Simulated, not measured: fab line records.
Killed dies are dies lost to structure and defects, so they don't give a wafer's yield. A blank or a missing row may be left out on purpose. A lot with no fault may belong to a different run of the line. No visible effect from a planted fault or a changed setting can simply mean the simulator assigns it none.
The tool behind it: which one? -- flow nand-harc -- Sampling: 12 lots, 36 wafers, 6 of 1302 route steps

## WHAT THE GAUGES SHOWED, per wafer
NHARC_P_M1_THK_MEAS_24: measures by xrf. Usual: thk-nm at 157.9 nm, with a standard deviation of 1.4.
lot,measured,on,thk-nm (nm),flag
L959,day 7 03:47,film-metro-02,158.8 157.9 159.3,
L960,day 7 04:05,film-metro-01,159.7 157.3 158.3,
L963,day 8 04:27,film-metro-01,158.7 157.6 156.6,
L964,day 8 20:09,film-metro-02,160.5 158.8 156.0,
L970,day 11 15:11,film-metro-02,155.9 157.8 157.5,
L971,day 11 20:14,film-metro-01,159.4 156.9 161.5,
L972,day 12 12:13,film-metro-02,158.5 156.5 158.4,
L973,day 12 12:48,film-metro-02,160.8 159.2 158.2,
L974,day 13 02:53,film-metro-01,156.6 157.3 156.8,
L975,day 13 16:14,film-metro-01,158.3 158.4 155.8,
L978,day 14 14:13,film-metro-02,156.3 157.9 157.4,
L979,day 15 05:38,film-metro-01,159.6 156.9 157.2,

NHARC_END_SORT_01. Usual: value, then standard deviation, for each; defect-limited-yield 90 % / 3.1; killed-at-array 61 / 20; killed-at-other 0.9 / 1.1; killed-at-periphery 3.7 / 2.5; killed-dies 65 / 21; killed-open 3.3 / 1.8; killed-short 2.3 / 1.5.
lot,measured,on,defect-limited-yield (%),killed-at-array,killed-at-other,killed-at-periphery,killed-dies,killed-open,killed-short,flag
L971,day 30 02:36,prober-02,86 84 88,84 93 78,2 5 3,8 8 2,94 106 83,6 4 4,2 3 2,
L972,day 30 12:51,prober-01,94 93 92,34 44 47,1 2 0,3 2 4,38 48 51,4 4 5,2 3 1,

## WHAT TOOL EACH LOT RAN ON (gives the tool, then ch and the chambers of the sampled wafers, and finally the start)
lot,NHARC_P_M1_DESCUM_14,NHARC_P_M1_ETCH_15,NHARC_P_M1_ECD_22,NHARC_P_M1_CMP_23
L959,"rie-diel-12 ch 1,3, day 7 01:12","rie-diel-12 ch 1,2,3, day 7 02:47 or earlier","ecd-cu-01 ch 0, day 7 02:47","cmp-04 ch 0,1,2, day 7 03:29"
L960,"rie-diel-10 ch 0,1,3, day 7 01:34","rie-diel-10 ch 2,3, day 7 03:05 or earlier","ecd-cu-02 ch 0,1, day 7 03:05","cmp-03 ch 1,2,3, day 7 03:50"
L963,"rie-diel-10 ch 1,2,3, day 8 02:02","rie-diel-10 ch 0,1,2, day 8 03:28 or earlier","ecd-cu-01 ch 0,1, day 8 03:28","cmp-03 ch 0,2, day 8 04:10"
L964,"rie-diel-09 ch 0,2,3, day 8 17:36","rie-diel-09 ch 1,3, day 8 18:57 or earlier","ecd-cu-02 ch 0,1, day 8 18:57","cmp-03 ch 0,3, day 8 19:50"
L970,"rie-diel-10 ch 0,2,3, day 11 12:46","rie-diel-10 ch 1,2,3, day 11 14:09 or earlier","ecd-cu-01 ch 0,1, day 11 14:09","cmp-01 ch 0,3, day 11 14:54"
L971,"rie-diel-12 ch 2,3, day 11 17:48","rie-diel-12 ch 0,2,3, day 11 19:17 or earlier","ecd-cu-01 ch 0,1, day 11 19:17","cmp-04 ch 0,2,3, day 11 19:59"
L972,"rie-diel-10 ch 0,1,2, day 12 09:18","rie-diel-10 ch 0,1,2, day 12 11:02 or earlier","ecd-cu-01 ch 0,1, day 12 11:02","cmp-01 ch 0,1, day 12 11:53"
L973,"rie-diel-10 ch 0,1,3, day 12 10:20","rie-diel-10 ch 1,2,3, day 12 11:46 or earlier","ecd-cu-02 ch 0,1, day 12 11:46","cmp-04 ch 0,1,2, day 12 12:29"
L974,"rie-diel-12 ch 0,2,3, day 13 00:02","rie-diel-12 ch 2,3, day 13 01:51 or earlier","ecd-cu-02 ch 0,1, day 13 01:51","cmp-03 ch 0,1,3, day 13 02:34"
L975,"rie-diel-10 ch 0,2,3, day 13 13:48","rie-diel-10 ch 1,2,3, day 13 15:11 or earlier","ecd-cu-02 ch 0,1, day 13 15:11","cmp-01 ch 0,1,2, day 13 15:58"
L978,"rie-diel-10 ch 1,3, day 14 11:43","rie-diel-10 ch 0,2, day 14 13:13 or earlier","ecd-cu-02 ch 0,1, day 14 13:13","cmp-03 ch 0,3, day 14 13:53"
L979,"rie-diel-10 ch 0,1,2, day 15 03:11","rie-diel-10 ch 1,2,3, day 15 04:37 or earlier","ecd-cu-02 ch 0,1, day 15 04:37","cmp-01 ch 0,3, day 15 05:20"
- NHARC_P_M1_DESCUM_14: chemistry O2, time 3 s.
- NHARC_P_M1_ETCH_15: etches the open film in C4F8/Ar, target depth 182.5 nm, time 91.2 s.
- NHARC_P_M1_ECD_22: material Cu, target thk 400 nm.
- NHARC_P_M1_CMP_23: polishes, t overpolish 20 s, target thk 157.82 nm.

## AS READ BY THE TOOLS THEMSELVES (means over the sampled wafers that have a number; for cases with no such wafer, the mark the record gives instead)
NHARC_P_M1_DESCUM_14. Usual: drypump-motor-current-A 6.11 A, standard deviation 0.25; oes-product-au 1.004 a.u., standard deviation 0.011; rf-vpp-V 58.0 V, standard deviation 0.86; showerhead-plenum-p-Torr 1.94 Torr, standard deviation 0.09; throttle-valve-pct 11.311 %, standard deviation 0.0096.
lot,tool,drypump-motor-current-A (A),oes-product-au (a.u.),rf-vpp-V (V),showerhead-plenum-p-Torr (Torr),throttle-valve-pct (%),flag
L959,rie-diel-12,6.24,1.013,58.6,1.95,11.313,
L960,rie-diel-10,6.07,1.006,58.0,2.00,11.308,
L963,rie-diel-10,6.16,1.002,57.7,1.93,11.303,
L964,rie-diel-09,6.11,0.998,58.5,1.97,11.314,
L970,rie-diel-10,6.17,1.012,58.7,1.96,11.313,
L971,rie-diel-12,5.96,1.013,58.3,1.93,11.299,
L972,rie-diel-10,6.09,1.009,57.6,1.92,11.317,
L973,rie-diel-10,6.06,1.004,58.3,2.00,11.317,
L974,rie-diel-12,6.16,0.996,58.8,1.89,11.312,
L975,rie-diel-10,6.17,1.017,57.4,1.95,11.301,
L978,rie-diel-10,6.02,0.990,57.7,1.97,11.316,
L979,rie-diel-10,6.09,1.009,57.7,1.91,11.304,

NHARC_P_M1_ETCH_15. Usual: bias-w 300.0 W, standard deviation 0.88; oes-product-au 0.961 a.u., standard deviation 0.021; rf-vpp-V 441.3 V, standard deviation 2.9.
lot,tool,bias-w (W),oes-product-au (a.u.),rf-vpp-V (V),flag
L959,rie-diel-12,300.2,0.961,441.6,
L960,rie-diel-10,299.6,0.968,440.2,
L963,rie-diel-10,300.0,0.963,440.5,
L964,rie-diel-09,299.5,0.958,442.4,
L970,rie-diel-10,300.0,0.972,441.0,
L971,rie-diel-12,299.3,0.928,439.7,
L972,rie-diel-10,300.6,0.978,440.9,
L973,rie-diel-10,299.7,0.962,441.7,
L974,rie-diel-12,299.4,0.955,441.9,
L975,rie-diel-10,299.8,0.961,441.5,
L978,rie-diel-10,299.2,0.984,441.5,
L979,rie-diel-10,300.0,0.978,440.7,

NHARC_P_M1_CMP_23. Usual: motor-current-A 11.9 A, standard deviation 0.96; time-to-endpoint-s 28.6 s, standard deviation 2.7.
lot,tool,motor-current-A (A),time-to-endpoint-s (s),flag
L959,cmp-04,12.9,31.3,
L960,cmp-03,11.2,27.7,
L963,cmp-03,11.5,26.0,
L964,cmp-03,11.0,23.0,
L970,cmp-01,11.9,30.0,
L971,cmp-04,12.4,32.2,
L972,cmp-01,12.3,27.6,
L973,cmp-04,12.7,34.2,
L974,cmp-03,11.5,29.8,
L975,cmp-01,11.7,28.2,
L978,cmp-03,11.1,29.0,
L979,cmp-01,12.1,30.0,

## THE ANSWER, worked out from the rows above alone
Rule: lot off if the mean of its wafers having a number is beyond 3 standard deviations from the usual mean. A lot without any number at a reading at which 4 lots or more have one is off too. Where the step has rows for the other lots, those lots are counted as sound. After the gauges, taken in route order, come the tools' own readings; for these a lot's mean is taken, as printed above. The first step at which some lot is off is used, and at that step the reading that is off furthest; a lot without a number counts as furthest.
No lot is off on any of the readings shown, so nothing can be concluded from this.

## WHAT HAD BEEN PUT IN BY THE SIMULATOR
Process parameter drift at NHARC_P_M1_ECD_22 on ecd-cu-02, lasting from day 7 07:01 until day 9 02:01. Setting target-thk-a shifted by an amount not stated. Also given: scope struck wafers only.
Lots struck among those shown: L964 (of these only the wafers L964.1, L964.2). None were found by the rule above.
